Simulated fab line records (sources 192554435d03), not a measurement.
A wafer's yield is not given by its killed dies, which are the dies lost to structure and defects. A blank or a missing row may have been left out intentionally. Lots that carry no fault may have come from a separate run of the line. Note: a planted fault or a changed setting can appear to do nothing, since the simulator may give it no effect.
fab line records	flow n5_finfet
record: lots: 24	wafers: 72	last_day: 18
route steps=1938 shown BEOL_M7@1318 BEOL_M8@1347
lots untouched by any fault: they come from a run of this same line in which no faults occurred
start_h: start of the lot's first displayed wafer, in hours after the record's first day	wait_h: hours elapsed since this lot's preceding step	" unchanged from the row above	L1.1+2: one row covering several wafers at once	- either no value or no given start	* or withheld: withheld	< > ~ a bound
route shown NAME@n: NAME is a module with steps in the file, n the number in the route of the first one	usual: average and standard deviation across the fault-free wafers	same: alike in all rows	chamber/n: place in a boat	sites: per-site readings	_std_site: their standard deviation	_edge_site: inner sites' mean taken away from outer sites' mean	radius_mm: for every site, how far away it sits from the centre of the wafer	mask NAME#n: copy n	behind: the tool/chamber that last shaped the wafer	hold: reason for holding the lot/hours on hold/outcome of the hold	device: which transistor (n, p or np) failed to switch	end of line: tests run on the same wafers once the route is complete	for a step that has no rows: nothing shown but its recipe	killed: not the wafer's yield, but the dies lost to structure and defects at the first sort	map: a wafer's dies, marking killed ones x, the rest . and places with no die _
set.NAME: the setting as run; set.NAME@STEP: as run at that earlier step	model.NAME: the simulator's own value behind a step, which no gauge read
a sample of lots followed through the steps of the route, with each step as a table and each wafer as a row
services: when a tool's chamber went out of use (start_h, in hours from the record's first day, below 0 if earlier), for how many hours, and the reason
== steps ==
step: N5_BEOL_M7_DEGAS_44
recipe: ambient: vacuum	temp_c: 250	time_s: 60
usual: heater_power_w: 341/59
lot.wafer	tool	chamber	start_h	wait_h	heater_power_w
L074.1	pvd_sputter-02	-	196.73	0.3	426
L074.2	"	-	"	"	370
L074.3	"	-	"	"	418
L077.3	pvd_sputter-02	-	208.47	0.3	401
L077.4	"	-	"	"	370
L077.6	"	-	"	"	402
L076.3	pvd_sputter-03	-	212.18	0.2	308
L076.4	"	-	"	"	461
L076.6	"	-	"	"	277
L075.3	pvd_sputter-03	-	216.39	0.2	311
L075.4	"	-	"	"	333
L075.6	"	-	"	"	481
L078.2	pvd_sputter-02	-	218.16	0.5	373
L078.4	"	-	"	"	414
L078.5	"	-	"	"	377
L079.3	pvd_sputter-03	-	224.43	0.3	475
L079.4	"	-	"	"	333
L079.6	"	-	"	"	311
L080.1	pvd_sputter-01	-	224.54	0.3	328
L080.4	"	-	"	"	293
L080.6	"	-	"	"	330
L081.1	pvd_sputter-03	-	227.25	0.6	306
L081.2	"	-	"	"	271
L081.5	"	-	"	"	486
L082.1	pvd_sputter-03	-	237.23	0.3	482
L082.4	"	-	"	"	270
L082.5	"	-	"	"	310
L083.1	pvd_sputter-03	-	245.47	0.5	306
L083.2	"	-	"	"	467
L083.5	"	-	"	"	308
L085.2	pvd_sputter-01	-	255.91	0.9	289
L085.4	"	-	"	"	331
L085.6	"	-	"	"	326
L086.1	pvd_sputter-01	-	271.21	0.4	348
L086.2	"	-	"	"	327
L086.4	"	-	"	"	287
L088.2	pvd_sputter-03	-	277.82	0.3	280
L088.5	"	-	"	"	311
L088.6	"	-	"	"	478
L084.1	pvd_sputter-02	-	278.16	0.5	407
L084.5	"	-	"	"	413
L084.6	"	-	"	"	420
L087.1	pvd_sputter-01	-	280.93	2.1	337
L087.2	"	-	"	"	294
L087.6	"	-	"	"	285
L090.2	pvd_sputter-01	-	282.03	0.6	326
L090.3	"	-	"	"	333
L090.4	"	-	"	"	285
L089.3	pvd_sputter-01	-	286.04	0.2	337
L089.4	"	-	"	"	284
L089.5	"	-	"	"	334
L091.1	pvd_sputter-03	-	295.23	0.5	341
L091.3	"	-	"	"	310
L091.4	"	-	"	"	469
L092.2	pvd_sputter-03	-	305.90	0.3	277
L092.5	"	-	"	"	277
L092.6	"	-	"	"	311
L093.1	pvd_sputter-02	-	313.11	0.3	375
L093.2	"	-	"	"	399
L093.3	"	-	"	"	418
L094.4	pvd_sputter-01	-	315.21	0.6	341
L094.5	"	-	"	"	337
L094.6	"	-	"	"	296
L096.1	pvd_sputter-01	-	323.05	0.3	341
L096.2	"	-	"	"	331
L096.4	"	-	"	"	331
L095.2	pvd_sputter-01	-	323.23	0.3	332
L095.4	"	-	"	"	328
L095.5	"	-	"	"	329
L097.4	pvd_sputter-03	-	339.18	0.4	478
L097.5	"	-	"	"	308
L097.6	"	-	"	"	282
step: N5_BEOL_M7_CMP_52
recipe: stop_on: SiCOH_lowk	t_overpolish_s: 6.9	down_force_psi: 1	platen_rpm: 50	clearing_platen_down_force_psi: 1.5	clearing_platen_rpm: 50	post_cmp_clean: cu_alkaline	target_thk_nm: 80	clearing_platen_pad_velocity_m_s: 0.99484	pad_velocity_m_s: 0.99484
usual: barrier_field_endpoint_s: 28.8/0.74	edge_zone_pressure_frac: 1.001/0.005	motor_current_A: 6.1/0.69	overpolish_run_s: 6.900/0.009	platen_rpm: 50.00/0.035	time_to_endpoint_s: 62/3.2
lot.wafer	tool	chamber	start_h	wait_h	barrier_field_endpoint_s	edge_zone_pressure_frac	motor_current_A	overpolish_run_s	platen_rpm	time_to_endpoint_s
L074.1	cmp-02	2	198.06	0.3	28.8	1.001	6.7	6.907	50.00	63
L074.3	"	3	"	"	29.2	0.999	6.9	6.893	49.97	63
L074.2	"	0	"	"	28.8	1.001	6.0	6.909	49.96	64
L077.4	cmp-04	0	209.81	0.1	28.9	1.001	4.9	6.889	50.01	62
L077.3	"	3	"	"	28.1	1.006	5.9	6.907	50.00	60
L077.6	"	1	"	"	29.1	1.004	6.3	6.909	50.01	60
L076.4	cmp-02	0	213.84	0.1	29.5	0.997	6.0	6.884	49.95	63
L076.3	"	1	"	"	28.8	0.999	5.9	6.913	50.04	63
L076.6	"	0	"	"	29.3	0.997	6.1	6.904	50.03	65
L075.4	cmp-02	0	217.47	0.1	29.2	1.001	6.0	6.892	50.05	63
L075.3	"	1	"	"	28.3	1.006	5.4	6.907	50.00	60
L075.6	"	0	"	"	28.5	1.007	6.1	6.892	50.07	63
L078.2	cmp-03	1	219.90	0.4	28.0	0.993	7.0	6.905	49.97	59
L078.4	"	0	"	"	29.2	0.999	5.6	6.906	50.04	62
L078.5	"	2	"	"	30.2	0.999	7.2	6.891	50.05	69
L079.4	cmp-03	1	225.64	0.2	28.1	1.008	6.7	6.899	49.99	61
L079.3	"	3	"	"	28.7	0.991	7.1	6.889	50.05	63
L079.6	"	1	"	"	28.3	1.005	6.9	6.897	49.99	62
L080.1	cmp-04	0	225.92	0.3	29.5	0.992	5.3	6.901	49.97	64
L080.4	"	1	"	"	29.6	0.999	6.4	6.893	50.00	65
L080.6	"	3	"	"	30.6	0.999	5.5	6.899	49.96	64
L081.2	cmp-04	3	228.66	0.3	28.2	0.990	5.5	6.912	49.94	63
L081.1	"	2	"	"	29.4	0.997	5.2	6.880	49.97	62
L081.5	"	3	"	"	29.3	1.004	5.4	6.886	49.97	63
L082.4	cmp-02	2	238.39	0.2	28.5	1.002	6.2	6.892	50.01	59
L082.1	"	3	"	"	28.5	1.001	6.8	6.909	50.02	60
L082.5	"	2	"	"	29.1	1.002	5.9	6.894	50.02	60
L083.2	cmp-02	2	246.81	0.3	28.1	1.003	6.7	6.912	50.00	64
L083.1	"	3	"	"	28.8	1.011	7.2	6.918	49.98	63
L083.5	"	1	"	"	28.7	1.004	5.8	6.909	49.95	61
L085.4	cmp-02	0	257.77	0.2	28.6	1.000	6.2	6.890	49.99	59
L085.2	"	2	"	"	28.4	0.994	6.5	6.885	49.99	61
L085.6	"	3	"	"	28.1	1.010	6.6	6.893	50.03	58
L086.1	cmp-04	0	273.11	0.3	29.7	0.999	5.3	6.903	49.98	64
L086.4	"	1	"	"	29.7	1.000	6.6	6.893	50.03	67
L086.2	"	2	"	"	29.6	1.000	5.1	6.903	50.01	67
L088.2	cmp-02	1	279.33	0.3	27.3	1.006	5.8	6.894	50.03	59
L088.6	"	2	"	"	28.0	1.005	6.1	6.902	49.98	57
L088.5	"	3	"	"	28.2	1.005	7.0	6.911	50.02	59
L084.1	cmp-03	0	280.83	0.3	29.9	1.000	5.3	6.904	50.02	65
L084.5	"	2	"	"	31.0	0.992	7.4	6.907	50.02	69
L084.6	"	3	"	"	28.4	1.005	7.2	6.922	50.00	58
L087.1	cmp-02	3	282.21	0.3	27.2	1.008	6.9	6.909	49.99	57
L087.2	"	1	"	"	27.3	0.995	6.1	6.898	49.99	57
L087.6	"	3	"	"	28.0	1.012	6.9	6.905	50.01	57
L090.4	cmp-02	2	283.23	0.2	28.5	1.002	6.3	6.903	50.02	59
L090.2	"	3	"	"	28.0	0.998	6.7	6.902	49.99	59
L090.3	"	0	"	"	28.0	0.999	6.4	6.896	49.94	59
L089.4	cmp-02	3	287.61	0.1	27.8	0.998	6.9	6.904	50.01	57
L089.3	"	1	"	"	28.0	1.000	5.8	6.895	49.99	57
L089.5	"	3	"	"	28.1	1.008	6.9	6.912	50.01	56
L091.1	cmp-03	0	296.56	0.3	29.3	1.003	5.2	6.915	49.95	65
L091.3	"	1	"	"	28.9	0.998	6.7	6.902	50.00	58
L091.4	"	2	"	"	29.8	1.010	7.3	6.903	49.99	66
L092.2	cmp-04	2	307.83	0.2	29.0	0.997	5.5	6.894	50.04	64
L092.5	"	2	"	"	29.6	0.997	4.9	6.906	50.06	64
L092.6	"	3	"	"	29.4	0.999	5.7	6.899	50.02	64
L093.1	cmp-04	3	315.30	0.3	28.9	1.003	5.6	6.895	49.98	63
L093.3	"	0	"	"	29.0	1.005	5.2	6.902	50.06	64
L093.2	"	1	"	"	28.4	0.998	6.3	6.900	49.95	65
L094.4	cmp-03	0	316.86	0.2	29.6	1.007	5.4	6.909	50.06	62
L094.5	"	1	"	"	29.2	1.003	6.7	6.912	50.04	61
L094.6	"	2	"	"	29.3	1.000	7.0	6.891	49.98	65
L096.4	cmp-03	2	324.61	0.1	29.0	1.002	7.5	6.908	50.10	63
L096.1	"	3	"	"	28.1	0.999	7.0	6.902	50.07	57
L096.2	"	0	"	"	28.5	0.995	5.6	6.902	49.97	62
L095.2	cmp-04	1	324.74	0.2	29.1	1.002	6.5	6.881	49.97	65
L095.4	"	2	"	"	28.8	1.001	5.3	6.907	49.99	62
L095.5	"	2	"	"	30.0	1.006	5.3	6.887	50.03	65
L097.4	cmp-04	0	341.21	0.2	29.4	0.999	5.4	6.903	50.03	59
L097.6	"	3	"	"	28.6	1.003	5.6	6.889	50.02	58
L097.5	"	0	"	"	29.3	1.002	5.4	6.902	50.00	61
step: N5_BEOL_M7_RS_MEAS_57
recipe: thk_meas_gauge: four-point-probe	reads: Cu_of_BEOL_M7_ECD_50+Co_of_BEOL_M7_CVD_78+TaN_of_BEOL_M7_ALD_77
usual: M7_RS: 0.288/0.008
lot.wafer	tool	chamber	start_h	wait_h	M7_RS[ohm/sq]
L074.1	film_metro-01	-	198.45	0.1	0.283
L074.2	"	-	"	"	0.286
L074.3	"	-	"	"	0.301
L077.3	film_metro-01	-	210.24	0.1	0.287
L077.4	"	-	"	"	0.293
L077.6	"	-	"	"	0.288
L076.3	film_metro-01	-	214.30	0.1	0.292
L076.4	"	-	"	"	0.284
L076.6	"	-	"	"	0.290
L075.3	film_metro-02	-	217.93	0.1	0.289
L075.4	"	-	"	"	0.288
L075.6	"	-	"	"	0.294
L078.2	film_metro-02	-	220.35	0.1	0.295
L078.4	"	-	"	"	0.289
L078.5	"	-	"	"	0.288
L079.3	film_metro-02	-	226.03	0.1	0.285
L079.4	"	-	"	"	0.286
L079.6	"	-	"	"	0.294
L080.1	film_metro-02	-	226.31	0.1	0.281
L080.4	"	-	"	"	0.301
L080.6	"	-	"	"	0.291
L081.1	film_metro-02	-	229.12	0.1	0.275
L081.2	"	-	"	"	0.285
L081.5	"	-	"	"	0.282
L082.1	film_metro-01	-	238.78	0.1	0.286
L082.4	"	-	"	"	0.290
L082.5	"	-	"	"	0.295
L083.1	film_metro-02	-	247.16	0.1	0.293
L083.2	"	-	"	"	0.285
L083.5	"	-	"	"	0.295
L085.2	film_metro-02	-	258.16	0.1	0.288
L085.4	"	-	"	"	0.310
L085.6	"	-	"	"	0.294
L086.1	film_metro-01	-	273.49	0.1	0.280
L086.2	"	-	"	"	0.275
L086.4	"	-	"	"	0.272
L088.2	film_metro-02	-	279.64	0.1	0.289
L088.5	"	-	"	"	0.289
L088.6	"	-	"	"	0.282
L084.1	film_metro-02	-	281.17	0.1	0.281
L084.5	"	-	"	"	0.295
L084.6	"	-	"	"	0.299
L087.1	film_metro-01	-	282.64	0.1	0.291
L087.2	"	-	"	"	0.287
L087.6	"	-	"	"	0.297
L090.2	film_metro-01	-	283.65	0.1	0.302
L090.3	"	-	"	"	0.287
L090.4	"	-	"	"	0.301
L089.3	film_metro-01	-	288.04	0.1	0.290
L089.4	"	-	"	"	0.295
L089.5	"	-	"	"	0.296
L091.1	film_metro-02	-	296.94	0.1	0.284
L091.3	"	-	"	"	0.289
L091.4	"	-	"	"	0.290
L092.2	film_metro-01	-	308.26	0.1	0.295
L092.5	"	-	"	"	0.278
L092.6	"	-	"	"	0.294
L093.1	film_metro-01	-	315.73	0.1	0.281
L093.2	"	-	"	"	0.278
L093.3	"	-	"	"	0.274
L094.4	film_metro-02	-	317.21	0.1	0.290
L094.5	"	-	"	"	0.284
L094.6	"	-	"	"	0.282
L096.1	film_metro-02	-	325.04	0.1	0.283
L096.2	"	-	"	"	0.292
L096.4	"	-	"	"	0.289
L095.2	film_metro-02	-	325.17	0.1	0.284
L095.4	"	-	"	"	0.280
L095.5	"	-	"	"	0.297
L097.4	film_metro-01	-	341.60	0.0	0.283
L097.5	"	-	"	"	0.288
L097.6	"	-	"	"	0.281
step: N5_BEOL_M8_INSPECT_13
recipe: mode: adi	inspect_instrument: brightfield
usual: raw_defect_count: 404/80
lot.wafer	tool	chamber	start_h	wait_h	raw_defect_count
L074.1	defect_inspect-01	-	201.39	0.0	408
L074.2	"	-	"	"	502
L074.3	"	-	"	"	342
L077.3	defect_inspect-02	-	212.14	0.0	333
L077.4	"	-	"	"	359
L077.6	"	-	"	"	391
L076.3	defect_inspect-01	-	216.30	0.0	426
L076.4	"	-	"	"	438
L076.6	"	-	"	"	343
L075.3	defect_inspect-01	-	219.22	0.0	356
L075.4	"	-	"	"	304
L075.6	"	-	"	"	415
L078.2	defect_inspect-02	-	222.10	0.0	377
L078.4	"	-	"	"	345
L078.5	"	-	"	"	425
L079.3	defect_inspect-02	-	227.76	0.0	309
L079.4	"	-	"	"	305
L079.6	"	-	"	"	324
L080.1	defect_inspect-02	-	227.98	0.0	479
L080.4	"	-	"	"	248
L080.6	"	-	"	"	526
L081.1	defect_inspect-02	-	231.34	0.0	464
L081.2	"	-	"	"	632
L081.5	"	-	"	"	400
L082.1	defect_inspect-01	-	241.10	0.0	425
L082.4	"	-	"	"	446
L082.5	"	-	"	"	421
L083.1	defect_inspect-01	-	249.18	0.0	410
L083.2	"	-	"	"	420
L083.5	"	-	"	"	387
L085.2	defect_inspect-01	-	262.31	0.0	502
L085.4	"	-	"	"	388
L085.6	"	-	"	"	664
L086.1	defect_inspect-02	-	275.15	0.0	461
L086.2	"	-	"	"	403
L086.4	"	-	"	"	445
L088.2	defect_inspect-02	-	282.35	0.0	438
L088.5	"	-	"	"	336
L088.6	"	-	"	"	519
L084.1	defect_inspect-02	-	282.69	0.0	385
L084.5	"	-	"	"	406
L084.6	"	-	"	"	394
L087.1	defect_inspect-02	-	285.85	0.0	342
L087.2	"	-	"	"	291
L087.6	"	-	"	"	353
L090.2	defect_inspect-01	-	286.02	0.0	455
L090.3	"	-	"	"	417
L090.4	"	-	"	"	393
L089.3	defect_inspect-02	-	289.58	0.0	420
L089.4	"	-	"	"	420
L089.5	"	-	"	"	352
L091.1	defect_inspect-02	-	299.99	0.0	343
L091.3	"	-	"	"	250
L091.4	"	-	"	"	355
L092.2	defect_inspect-01	-	309.58	0.0	472
L092.5	"	-	"	"	370
L092.6	"	-	"	"	481
L093.1	defect_inspect-02	-	317.52	0.0	414
L093.2	"	-	"	"	437
L093.3	"	-	"	"	563
L094.4	defect_inspect-02	-	319.75	0.0	353
L094.5	"	-	"	"	455
L094.6	"	-	"	"	372
L096.1	defect_inspect-01	-	327.27	0.0	312
L096.2	"	-	"	"	307
L096.4	"	-	"	"	376
L095.2	defect_inspect-01	-	327.47	0.0	410
L095.4	"	-	"	"	379
L095.5	"	-	"	"	417
L097.4	defect_inspect-01	-	345.80	0.0	411
L097.5	"	-	"	"	328
L097.6	"	-	"	"	403
step: N5_BEOL_M8_CD_MEAS_18
recipe: pitch_nm: 80	target_cd_nm: 40
usual: cd_nm: 40.1/0.48
lot.wafer	tool	chamber	start_h	wait_h	cd_nm
L074.1	cd_sem-01	-	201.98	0.0	40.0
L074.2	"	-	"	"	39.8
L074.3	"	-	"	"	39.7
L077.3	cd_sem-03	-	212.76	0.1	40.3
L077.4	"	-	"	"	40.3
L077.6	"	-	"	"	39.7
L076.3	cd_sem-01	-	218.01	0.1	39.7
L076.4	"	-	"	"	40.1
L076.6	"	-	"	"	40.8
L075.3	cd_sem-01	-	221.07	0.1	39.5
L075.4	"	-	"	"	39.9
L075.6	"	-	"	"	40.9
L078.2	cd_sem-03	-	224.94	0.1	39.6
L078.4	"	-	"	"	40.3
L078.5	"	-	"	"	40.2
L079.3	cd_sem-01	-	228.78	0.1	40.1
L079.4	"	-	"	"	40.4
L079.6	"	-	"	"	39.3
L080.1	cd_sem-01	-	229.25	0.0	40.4
L080.4	"	-	"	"	40.3
L080.6	"	-	"	"	40.3
L081.1	cd_sem-02	-	232.94	0.0	38.9
L081.2	"	-	"	"	39.4
L081.5	"	-	"	"	40.3
L082.1	cd_sem-01	-	241.99	0.0	39.3
L082.4	"	-	"	"	39.7
L082.5	"	-	"	"	39.4
L083.1	cd_sem-03	-	250.05	0.0	40.5
L083.2	"	-	"	"	39.5
L083.5	"	-	"	"	40.2
L085.2	cd_sem-03	-	262.80	0.1	40.3
L085.4	"	-	"	"	40.0
L085.6	"	-	"	"	39.8
L086.1	cd_sem-01	-	275.64	0.1	40.2
L086.2	"	-	"	"	40.5
L086.4	"	-	"	"	39.9
L088.2	cd_sem-01	-	282.89	0.1	39.7
L088.5	"	-	"	"	39.8
L088.6	"	-	"	"	39.4
L084.1	cd_sem-03	-	283.33	0.1	40.2
L084.5	"	-	"	"	40.4
L084.6	"	-	"	"	40.1
L087.1	cd_sem-01	-	286.36	0.0	40.3
L087.2	"	-	"	"	39.9
L087.6	"	-	"	"	40.1
L090.2	cd_sem-03	-	286.52	0.1	39.9
L090.3	"	-	"	"	40.2
L090.4	"	-	"	"	40.5
L089.3	cd_sem-02	-	290.13	0.1	40.0
L089.4	"	-	"	"	39.7
L089.5	"	-	"	"	39.6
L091.1	cd_sem-03	-	300.54	0.0	40.2
L091.3	"	-	"	"	39.6
L091.4	"	-	"	"	40.3
L092.2	cd_sem-01	-	310.07	0.1	39.8
L092.5	"	-	"	"	40.0
L092.6	"	-	"	"	39.9
L093.1	cd_sem-01	-	318.48	0.0	40.6
L093.2	"	-	"	"	40.3
L093.3	"	-	"	"	39.8
L094.4	cd_sem-01	-	320.26	0.0	40.2
L094.5	"	-	"	"	40.5
L094.6	"	-	"	"	40.5
L096.1	cd_sem-03	-	327.84	0.0	40.1
L096.2	"	-	"	"	39.4
L096.4	"	-	"	"	39.2
L095.2	cd_sem-01	-	327.96	0.1	39.8
L095.4	"	-	"	"	40.2
L095.5	"	-	"	"	40.5
L097.4	cd_sem-03	-	346.36	0.0	40.4
L097.5	"	-	"	"	40.6
L097.6	"	-	"	"	40.5
step: N5_BEOL_M8_SURFACE_TREAT_79
recipe: gas: Ar	time_s: *	ion_energy_ev: *	ion_current_ma_cm2: 0.5	pressure_mtorr: *	ar_flow_sccm: 30
usual: ar_flow_sccm: 30.01/0.091	throttle_valve_pct: *
lot.wafer	tool	chamber	start_h	wait_h	ar_flow_sccm	throttle_valve_pct
L074.1	pvd_sputter-03	-	204.73	0.2	29.97	*
L074.2	"	-	"	"	30.09	*
L074.3	"	-	"	"	30.13	*
L077.3	pvd_sputter-02	-	216.52	0.2	29.87	*
L077.4	"	-	"	"	30.00	*
L077.6	"	-	"	"	29.94	*
L076.3	pvd_sputter-01	-	221.77	0.2	29.92	*
L076.4	"	-	"	"	29.97	*
L076.6	"	-	"	"	30.15	*
L075.3	pvd_sputter-01	-	224.65	0.2	30.11	*
L075.4	"	-	"	"	30.00	*
L075.6	"	-	"	"	30.08	*
L078.2	pvd_sputter-02	-	227.90	0.2	30.13	*
L078.4	"	-	"	"	30.12	*
L078.5	"	-	"	"	30.12	*
L079.3	pvd_sputter-01	-	234.17	0.2	29.88	*
L079.4	"	-	"	"	30.05	*
L079.6	"	-	"	"	29.99	*
L080.1	pvd_sputter-03	-	234.39	0.2	29.96	*
L080.4	"	-	"	"	30.17	*
L080.6	"	-	"	"	30.04	*
L081.1	pvd_sputter-03	-	235.55	0.2	29.93	*
L081.2	"	-	"	"	30.12	*
L081.5	"	-	"	"	29.88	*
L082.1	pvd_sputter-01	-	245.38	0.2	29.93	*
L082.4	"	-	"	"	30.12	*
L082.5	"	-	"	"	29.86	*
L083.1	pvd_sputter-03	-	252.91	0.3	30.21	*
L083.2	"	-	"	"	30.10	*
L083.5	"	-	"	"	29.92	*
L085.2	pvd_sputter-01	-	266.25	0.2	30.03	*
L085.4	"	-	"	"	30.02	*
L085.6	"	-	"	"	29.91	*
L086.1	pvd_sputter-01	-	277.50	0.2	29.86	*
L086.2	"	-	"	"	29.98	*
L086.4	"	-	"	"	29.99	*
L084.1	pvd_sputter-03	-	286.75	0.3	29.98	*
L084.5	"	-	"	"	30.06	*
L084.6	"	-	"	"	29.92	*
L088.2	pvd_sputter-03	-	287.69	0.3	29.87	*
L088.5	"	-	"	"	29.98	*
L088.6	"	-	"	"	30.05	*
L090.2	pvd_sputter-02	-	288.64	0.2	30.05	*
L090.3	"	-	"	"	30.01	*
L090.4	"	-	"	"	30.04	*
L087.1	pvd_sputter-02	-	289.02	0.2	29.94	*
L087.2	"	-	"	"	30.11	*
L087.6	"	-	"	"	29.97	*
L089.3	pvd_sputter-01	-	292.80	0.7	29.86	*
L089.4	"	-	"	"	29.90	*
L089.5	"	-	"	"	30.09	*
L091.1	pvd_sputter-03	-	304.48	0.4	30.03	*
L091.3	"	-	"	"	30.09	*
L091.4	"	-	"	"	30.14	*
L092.2	pvd_sputter-03	-	313.41	0.2	30.11	*
L092.5	"	-	"	"	30.03	*
L092.6	"	-	"	"	29.93	*
L094.4	pvd_sputter-02	-	323.81	0.3	29.95	*
L094.5	"	-	"	"	29.96	*
L094.6	"	-	"	"	30.06	*
L093.1	pvd_sputter-03	-	323.82	0.2	30.00	*
L093.2	"	-	"	"	30.01	*
L093.3	"	-	"	"	30.07	*
L096.1	pvd_sputter-01	-	331.45	0.2	30.04	*
L096.2	"	-	"	"	29.98	*
L096.4	"	-	"	"	30.00	*
L095.2	pvd_sputter-01	-	331.67	0.2	29.95	*
L095.4	"	-	"	"	29.83	*
L095.5	"	-	"	"	30.02	*
L097.4	pvd_sputter-02	-	354.34	0.4	30.02	*
L097.5	"	-	"	"	30.06	*
L097.6	"	-	"	"	29.98	*
== services ==
tool	chamber	start_h	hours	kind
cmp-04	-	203.67	4.3	repair
cmp-03	-	226.34	4.0	pm
cmp-02	-	226.72	6.0	repair
cmp-03	-	230.34	-	consumable_replace:conditioner
cmp-03	-	230.34	-	consumable_replace:pad
cmp-04	-	259.58	2.5	repair
cmp-03	-	262.06	3.9	pm
cmp-02	-	298.56	4.0	pm
cmp-02	-	302.56	-	consumable_replace:conditioner
cmp-02	-	302.56	-	consumable_replace:pad
cmp-03	-	347.41	1.0	repair
== key ==
fault none
